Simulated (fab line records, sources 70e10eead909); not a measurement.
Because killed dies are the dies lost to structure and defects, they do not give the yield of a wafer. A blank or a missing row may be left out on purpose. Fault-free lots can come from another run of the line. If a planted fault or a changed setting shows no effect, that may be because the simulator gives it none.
fab line records + flow nand-harc + part 2 of 2: steps 16 to 22 of 22
[record]
- lots = 5
- wafers = 15
- last-day = 27
route steps=1302 shown A_CHANNEL_HOLE_D2@581
lots that met no fault: from a run of the same line without faults
start-h: hours from the record's first day to the start of the lot's first wafer shown + wait-h: hours since the lot's step before + " identical to the entry in the row above + L1.1+2: one row covering several wafers at once + - value missing, or start not given + * or withheld: withheld + < > ~ a bound
route shown NAME@n: a module of which the file shows steps, and the number in the route of the first + usual: the fault-free wafers' mean and standard deviation + same: alike in all rows + chamber/n: place in a boat + sites: per-site readings + _std_site: standard deviation across them + _edge_site: outer sites' mean less inner sites' + radius-mm: how far each site lies from the wafer's centre + mask NAME#n: copy n + behind: the most recent tool/chamber to have shaped the wafer + hold: why the lot was held/for how many hours/how that ended + device: whichever transistor did not switch (one of n, p or np) + end of line: the same wafers' tests at the end of the route + a step without rows: its recipe alone + killed: at the first sort, the dies lost to defects and structure; wafer yield is something else + map: dies across one wafer; x = killed, . = not, _ = none there
set.NAME: the run value of the setting; set.NAME@STEP: its run value at that earlier step + model.NAME: the simulator's own value behind a step, which no gauge read
a table for each step, a row for each wafer; lots at some steps of the route
services: a tool's chamber out of use, with start hour (start-h, from the record's first day; less than 0 if before it), hours out, and reason
[[steps]]
[step NHARC_A_CHANNEL_HOLE_D2_ETCH_24]
[recipe]
- bias-v = 5000
- source-w = withheld
- pressure-mtorr = 20
- time-s = 906.2
- ar-flow-sccm = 375
- c4f8-flow-sccm = 93.8
- o2-flow-sccm = 31.2
- temp-c = -20
- target-depth-a = 15000
- chemistry = C4F8/O2/Ar
[usual]
- drypump-motor-current-A = 6.0/0.43
- showerhead-plenum-p-Torr = 3.73/0.11
- temp-c = -20.01/0.11
- throttle-valve-pct = 32.235/0.0095
| lot.wafer | tool        | chamber | start-h | wait-h | drypump-motor-current-A | rf-hours-counter-h | showerhead-plenum-p-Torr | temp-c | throttle-valve-pct |
|-----------|-------------|---------|---------|--------|-------------------------|--------------------|--------------------------|--------|--------------------|
| L074.3    | har-etch-02 | 1       | 284.04  | 0.6    | 6.4                     | -                  | 3.73                     | -19.94 | 32.246             |
| L074.5    | "           | 0       | "       | "      | 5.8                     | -                  | 3.60                     | -19.96 | 32.248             |
| L074.6    | "           | 1       | "       | "      | 6.4                     | -                  | 3.73                     | -20.10 | 32.236             |
| L079.2    | har-etch-02 | 0       | 345.89  | 0.6    | 5.9                     | 393                | 3.58                     | -19.89 | 32.241             |
| L079.3    | "           | 1       | "       | "      | 6.4                     | -                  | 3.71                     | -20.00 | 32.241             |
| L079.5    | "           | 1       | "       | "      | 6.4                     | -                  | 3.71                     | -20.13 | 32.236             |
| L081.1    | har-etch-01 | 1       | 368.12  | 0.6    | 6.4                     | 189                | 3.82                     | -20.01 | 32.240             |
| L081.6    | "           | 0       | "       | "      | 5.4                     | -                  | 3.63                     | -19.98 | 32.232             |
| L081.5    | "           | 1       | "       | "      | 6.4                     | -                  | 3.82                     | -19.94 | 32.242             |
| L082.1    | har-etch-02 | 1       | 371.96  | 0.6    | 6.3                     | 404                | 3.70                     | -19.98 | 32.238             |
| L082.2    | "           | 0       | "       | "      | 5.9                     | 404                | 3.57                     | -20.12 | 32.222             |
| L082.6    | "           | 0       | "       | "      | 5.8                     | -                  | 3.58                     | -20.08 | 32.246             |
| L085.2    | har-etch-01 | 1       | 404.09  | 0.6    | 6.4                     | 220                | 3.80                     | -20.15 | 32.221             |
| L085.6    | "           | 0       | "       | "      | 5.4                     | -                  | 3.62                     | -20.07 | 32.248             |
| L085.5    | "           | 1       | "       | "      | 6.4                     | -                  | 3.80                     | -20.00 | 32.233             |
[step NHARC_A_CHANNEL_HOLE_D2_ETCH_25]
[recipe]
- bias-v = 5000
- source-w = withheld
- pressure-mtorr = 20
- time-s = 1040.2
- ar-flow-sccm = 375
- c4f8-flow-sccm = 93.8
- o2-flow-sccm = 31.2
- temp-c = -20
- target-depth-a = 15000
- chemistry = C4F8/O2/Ar
[usual]
- drypump-motor-current-A = 6.0/0.43
- showerhead-plenum-p-Torr = 3.73/0.11
- temp-c = -20.00/0.11
- throttle-valve-pct = 32.235/0.0097
| lot.wafer | tool        | chamber | start-h | wait-h | drypump-motor-current-A | rf-hours-counter-h | showerhead-plenum-p-Torr | temp-c | throttle-valve-pct |
|-----------|-------------|---------|---------|--------|-------------------------|--------------------|--------------------------|--------|--------------------|
| L074.3    | har-etch-02 | 1       | 284.86  | 0.7    | 6.4                     | -                  | 3.73                     | -20.11 | 32.235             |
| L074.5    | "           | 0       | "       | "      | 5.8                     | -                  | 3.60                     | -20.12 | 32.225             |
| L074.6    | "           | 1       | "       | "      | 6.4                     | -                  | 3.73                     | -20.07 | 32.241             |
| L079.2    | har-etch-02 | 0       | 346.66  | 0.6    | 5.9                     | 394                | 3.58                     | -19.91 | 32.246             |
| L079.3    | "           | 1       | "       | "      | 6.4                     | -                  | 3.71                     | -20.03 | 32.233             |
| L079.5    | "           | 1       | "       | "      | 6.4                     | -                  | 3.71                     | -19.79 | 32.236             |
| L081.1    | har-etch-01 | 1       | 368.91  | 0.7    | 6.4                     | 190                | 3.82                     | -19.98 | 32.230             |
| L081.6    | "           | 0       | "       | "      | 5.4                     | -                  | 3.63                     | -20.04 | 32.236             |
| L081.5    | "           | 1       | "       | "      | 6.4                     | -                  | 3.82                     | -20.05 | 32.228             |
| L082.1    | har-etch-02 | 1       | 372.72  | 0.6    | 6.4                     | 405                | 3.70                     | -19.99 | 32.231             |
| L082.2    | "           | 0       | "       | "      | 5.9                     | 405                | 3.57                     | -20.13 | 32.218             |
| L082.6    | "           | 0       | "       | "      | 5.9                     | -                  | 3.58                     | -20.18 | 32.233             |
| L085.2    | har-etch-01 | 1       | 404.88  | 0.7    | 6.4                     | 220                | 3.80                     | -20.06 | 32.237             |
| L085.6    | "           | 0       | "       | "      | 5.4                     | -                  | 3.62                     | -20.01 | 32.222             |
| L085.5    | "           | 1       | "       | "      | 6.4                     | -                  | 3.80                     | -19.99 | 32.234             |
[step NHARC_A_CHANNEL_HOLE_D2_ETCH_26]
[recipe]
- bias-v = 300
- source-w = 2000
- pressure-mtorr = 30
- time-s = 224.1
- ar-flow-sccm = 375
- c4f8-flow-sccm = 11.4
- o2-flow-sccm = 113.6
- temp-c = -20
- target-depth-a = 3000
- chemistry = C4F8/O2/Ar
[usual]
- drypump-motor-current-A = 6.0/0.43
- showerhead-plenum-p-Torr = 3.78/0.11
- temp-c = -20.02/0.11
- throttle-valve-pct = 24.584/0.0086
| lot.wafer | tool        | chamber | start-h | wait-h | drypump-motor-current-A | rf-hours-counter-h | showerhead-plenum-p-Torr | temp-c | throttle-valve-pct |
|-----------|-------------|---------|---------|--------|-------------------------|--------------------|--------------------------|--------|--------------------|
| L074.3    | har-etch-02 | 1       | 285.40  | 0.4    | 6.4                     | -                  | 3.78                     | -20.02 | 24.592             |
| L074.5    | "           | 0       | "       | "      | 5.9                     | -                  | 3.65                     | -19.98 | 24.587             |
| L074.6    | "           | 1       | "       | "      | 6.4                     | -                  | 3.78                     | -20.12 | 24.587             |
| L079.2    | har-etch-02 | 0       | 347.55  | 0.7    | 5.9                     | 394                | 3.62                     | -20.10 | 24.586             |
| L079.3    | "           | 1       | "       | "      | 6.4                     | -                  | 3.76                     | -19.88 | 24.582             |
| L079.5    | "           | 1       | "       | "      | 6.4                     | -                  | 3.76                     | -19.66 | 24.587             |
| L081.1    | har-etch-01 | 1       | 369.68  | 0.6    | 6.4                     | 191                | 3.88                     | -19.95 | 24.569             |
| L081.6    | "           | 0       | "       | "      | 5.4                     | -                  | 3.68                     | -20.24 | 24.588             |
| L081.5    | "           | 1       | "       | "      | 6.4                     | -                  | 3.88                     | -20.09 | 24.584             |
| L082.1    | har-etch-02 | 1       | 373.60  | 0.7    | 6.4                     | 406                | 3.75                     | -20.30 | 24.590             |
| L082.2    | "           | 0       | "       | "      | 5.8                     | 406                | 3.62                     | -20.14 | 24.570             |
| L082.6    | "           | 0       | "       | "      | 5.8                     | -                  | 3.62                     | -19.99 | 24.596             |
| L085.2    | har-etch-01 | 1       | 405.64  | 0.6    | 6.4                     | 221                | 3.86                     | -19.93 | 24.578             |
| L085.6    | "           | 0       | "       | "      | 5.4                     | -                  | 3.66                     | -19.97 | 24.585             |
| L085.5    | "           | 1       | "       | "      | 6.4                     | -                  | 3.86                     | -20.06 | 24.571             |
[step NHARC_A_CHANNEL_HOLE_D2_ETCH_27]
[recipe]
- bias-v = 400
- source-w = 2000
- pressure-mtorr = 25
- time-s = 90
- ar-flow-sccm = 375
- c4f8-flow-sccm = 41.7
- o2-flow-sccm = 83.3
- temp-c = -20
- target-depth-a = 4000
- chemistry = C4F8/O2/Ar
[usual]
- drypump-motor-current-A = 6.0/0.43
- showerhead-plenum-p-Torr = 3.77/0.11
- temp-c = -19.99/0.098
- throttle-valve-pct = 27.620/0.01
| lot.wafer | tool        | chamber | start-h | wait-h | drypump-motor-current-A | rf-hours-counter-h | showerhead-plenum-p-Torr | temp-c | throttle-valve-pct |
|-----------|-------------|---------|---------|--------|-------------------------|--------------------|--------------------------|--------|--------------------|
| L074.3    | har-etch-02 | 1       | 285.59  | 0.2    | 6.3                     | -                  | 3.77                     | -19.95 | 27.620             |
| L074.5    | "           | 0       | "       | "      | 5.8                     | -                  | 3.64                     | -19.92 | 27.628             |
| L074.6    | "           | 1       | "       | "      | 6.4                     | -                  | 3.77                     | -20.01 | 27.616             |
| L079.2    | har-etch-02 | 0       | 347.74  | 0.2    | 5.8                     | 395                | 3.62                     | -20.14 | 27.610             |
| L079.3    | "           | 1       | "       | "      | 6.4                     | -                  | 3.75                     | -20.23 | 27.613             |
| L079.5    | "           | 1       | "       | "      | 6.4                     | -                  | 3.75                     | -20.24 | 27.636             |
| L081.1    | har-etch-01 | 1       | 369.88  | 0.2    | 6.4                     | 191                | 3.87                     | -19.94 | 27.596             |
| L081.6    | "           | 0       | "       | "      | 5.4                     | -                  | 3.68                     | -19.90 | 27.598             |
| L081.5    | "           | 1       | "       | "      | 6.4                     | -                  | 3.87                     | -19.91 | 27.606             |
| L082.1    | har-etch-02 | 1       | 373.80  | 0.2    | 6.4                     | 406                | 3.75                     | -19.97 | 27.631             |
| L082.2    | "           | 0       | "       | "      | 5.8                     | 406                | 3.61                     | -19.83 | 27.612             |
| L082.6    | "           | 0       | "       | "      | 5.8                     | -                  | 3.61                     | -20.01 | 27.619             |
| L085.2    | har-etch-01 | 1       | 405.84  | 0.2    | 6.4                     | 221                | 3.85                     | -19.79 | 27.633             |
| L085.6    | "           | 0       | "       | "      | 5.4                     | -                  | 3.66                     | -19.96 | 27.620             |
| L085.5    | "           | 1       | "       | "      | 6.4                     | -                  | 3.85                     | -19.86 | 27.629             |
[step NHARC_A_CHANNEL_HOLE_D2_STRIP_41]
[recipe]
- n2-flow-sccm = 150
- h2-flow-sccm = 150
- ar-flow-sccm = 0
- bias-w = 0
- chemistry = N2/H2
| lot.wafer  | tool        | chamber | start-h | wait-h |
|------------|-------------|---------|---------|--------|
| L074.3+6+5 | rie-diel-10 | 3,2,3   | 286.04  | 0.4    |
| L079.3+2+5 | rie-diel-11 | 0,3,0   | 348.27  | 0.4    |
| L081.1+6+5 | rie-diel-10 | 0,0,1   | 370.37  | 0.5    |
| L082.2+1+6 | rie-diel-02 | 1,2,1   | 374.34  | 0.5    |
| L085.2+6+5 | rie-diel-02 | 0,3,0   | 406.35  | 0.5    |
[step NHARC_A_CHANNEL_HOLE_D2_STRIP_42]
[recipe]
- cf4-flow-sccm = 100
- chf3-flow-sccm = 30
- ar-flow-sccm = 0
- bias-w = 0
- chemistry = CF4/CHF3
| lot.wafer  | tool        | chamber | start-h | wait-h |
|------------|-------------|---------|---------|--------|
| L074.3+5+6 | rie-diel-10 | 1,0,1   | 286.13  | 0.1    |
| L079.3+2+5 | rie-diel-11 | 0,1,1   | 348.36  | 0.1    |
| L081.1+5+6 | rie-diel-10 | 2,2,3   | 370.47  | 0.1    |
| L082.2+1+6 | rie-diel-02 | 1,2,0   | 374.43  | 0.1    |
| L085.2+6+5 | rie-diel-02 | 1,2,3   | 406.44  | 0.1    |
[step NHARC_A_CHANNEL_HOLE_D2_STRIP_43]
[recipe]
- o2-flow-sccm = 400
- cos-flow-sccm = 20
- ar-flow-sccm = 0
- bias-w = 0
- chemistry = O2/COS
| lot.wafer  | tool        | chamber | start-h | wait-h |
|------------|-------------|---------|---------|--------|
| L074.3+6+5 | rie-diel-10 | 3,0,1   | 286.19  | 0.1    |
| L079.3+2+5 | rie-diel-11 | 2,3,2   | 348.43  | 0.1    |
| L081.1+6+5 | rie-diel-10 | 1,0,1   | 370.53  | 0.1    |
| L082.1+2+6 | rie-diel-02 | 3,0,0   | 374.49  | 0.1    |
| L085.2+5+6 | rie-diel-02 | 3,2,3   | 406.50  | 0.1    |
[[services]]
| tool           | chamber | start-h | hours | kind                          |
|----------------|---------|---------|-------|-------------------------------|
| rie-diel-10    | 0       | 276.00  | -     | clean                         |
| rie-diel-10    | 1       | 276.00  | -     | clean                         |
| rie-diel-10    | 2       | 276.00  | -     | clean                         |
| rie-diel-10    | 3       | 276.00  | -     | clean                         |
| rie-diel-11    | -       | 277.05  | 0.4   | repair                        |
| rie-diel-10    | 3       | 278.53  | 4.3   | repair                        |
| rie-diel-02    | -       | 309.43  | 2.4   | repair                        |
| rie-diel-11    | 1       | 323.29  | 5.4   | repair                        |
| litho-track-01 | -       | 330.00  | 7.0   | pm                            |
| rie-diel-10    | 3       | 341.82  | 6.0   | repair                        |
| har-etch-01    | -       | 353.53  | 1.2   | repair                        |
| litho-track-06 | -       | 354.00  | 7.0   | pm                            |
| har-etch-02    | -       | 367.14  | 1.8   | repair                        |
| litho-track-04 | -       | 378.00  | 7.0   | pm                            |
| har-etch-02    | -       | 381.69  | 17.0  | pm                            |
| har-etch-02    | 0       | 381.69  | 17.0  | vent-cycle                    |
| har-etch-02    | 1       | 381.69  | 17.0  | vent-cycle                    |
| rie-diel-02    | -       | 393.70  | 9.0   | pm                            |
| rie-diel-10    | -       | 394.50  | 0.2   | repair                        |
| har-etch-02    | 0       | 398.69  | -     | clean                         |
| har-etch-02    | 0       | 398.69  | -     | consumable-replace:focus-ring |
| har-etch-02    | 0       | 398.69  | -     | consumable-replace:showerhead |
| har-etch-02    | 1       | 398.69  | -     | clean                         |
| har-etch-02    | 1       | 398.69  | -     | consumable-replace:focus-ring |
